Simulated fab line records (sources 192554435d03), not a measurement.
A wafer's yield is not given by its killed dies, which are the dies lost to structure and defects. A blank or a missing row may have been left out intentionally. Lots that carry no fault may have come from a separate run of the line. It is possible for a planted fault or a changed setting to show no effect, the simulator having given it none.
Split-lot study	flow n5-finfet	on a route of 1938 steps: 7 lots, 21 wafers read

== THE SPLIT ==
At N5_BEOL_M12_ETCH_68 (etches SOC in N2/H2, time 285 s), the setting time-s was moved away from the recipe's 285 s on 4 of the 21 wafers read, by -21.3% to +15.9%. For the rest of the wafers, this setting stayed at what the recipe calls for.

The split's own step is where the reading is taken.

== THE READING ==
SiARC_of_BEOL_M12_COAT_66.thk-nm (the simulator's own value, which no gauge read), in nm, at N5_BEOL_M12_ETCH_68 (etches SOC in N2/H2, time 285 s). The file gives no usual value for it. The 17 wafers here that ran the recipe average 85.8 nm, standard deviation 0.45 nm.

wafer	tool, chamber at the split	time-s as run, s	against the recipe	SiARC_of_BEOL_M12_COAT_66.thk-nm, nm	against lot-mates on the recipe
L077.1	rie-diel-06, 3	285	recipe	86.8	-
L077.3	rie-diel-06, 0	247.8	-13.1%	89.2	+2.6
L077.5	rie-diel-06, 0	285	recipe	86.4	-
L082.1	rie-diel-04, 3	285	recipe	85.2	-
L082.3	rie-diel-04, 0	285	recipe	86	-
L082.5	rie-diel-04, 0	285	recipe	86	-
L087.2	rie-diel-06, 1	318.2	+11.6%	82.6	-2.8
L087.3	rie-diel-06, 2	285	recipe	85.2	-
L087.5	rie-diel-06, 1	285	recipe	85.6	-
L092.3	rie-diel-06, 3	224.2	-21.3%	91	+4.9
L092.4	rie-diel-06, 1	285	recipe	86.4	-
L092.6	rie-diel-06, 3	285	recipe	85.8	-
L094.1	rie-diel-03, 2	285	recipe	85.6	-
L094.3	rie-diel-03, 0	285	recipe	86	-
L094.4	rie-diel-03, 3	285	recipe	85.8	-
L095.1	rie-diel-06, 1	285	recipe	86.2	-
L095.2	rie-diel-06, 2	330.2	+15.9%	81.6	-4.2
L095.3	rie-diel-06, 3	285	recipe	85.4	-
L097.3	rie-diel-03, 3	285	recipe	85.2	-
L097.4	rie-diel-03, 2	285	recipe	85.8	-
L097.6	rie-diel-03, 3	285	recipe	85.4	-

FIT RESULTS
A straight line over all 21 wafers: SiARC_of_BEOL_M12_COAT_66.thk-nm changes by -0.256 nm for each +1% of time-s; r = -0.97; the points scatter about the line by 0.44 nm.
The same after taking each lot's own level away (the mean of its wafers on the recipe; 21 wafers): -0.235 nm for each +1%; r = -0.98; scatter 0.3 nm.
Per that fit: largest time-s move, reading shift of 5 nm.
From 85.40 to 86.60 nm: that is the span of the lots' own levels, equal to 2.7 times the standard deviation above.
Hence the lot-to-lot level has little effect on the slope; both slopes agree.
Check: with one of the wafers moved furthest among these (-21.3%) left out of the fit, the line predicts +5.02 nm for it against its lot-mates. Against them it came out at +4.9 nm.

== THESE WAFERS: OTHER SPLITS ==
Before the reading, these wafers also passed through other splits. Each is held against what the fit with the lots' levels taken away leaves over:
other split on the same wafers	wafers away from the commonest value	r with SiARC_of_BEOL_M12_COAT_66.thk-nm (lot level and that fit taken away)
N5_BEOL_M9_EXPOSE_25 dose-mj	11	-0.20
N5_BEOL_M11_ILD_DEP_00 time-s	8	+0.37
N5_BEOL_M11_COAT_05 spin-rpm	8	+0.14
N5_BEOL_M11_TRENCH_ETCH_37 source-w	4	-0.27
N5_BEOL_M11_ETCH_41 time-s	8	-0.07
N5_BEOL_M12_COAT_22 spin-rpm	2	+0.33

== THE FILE'S OWN FIT ==
SiARC_of_BEOL_M12_COAT_66.thk-nm changes by -0.235 nm for each +1% of time-s, r = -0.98.
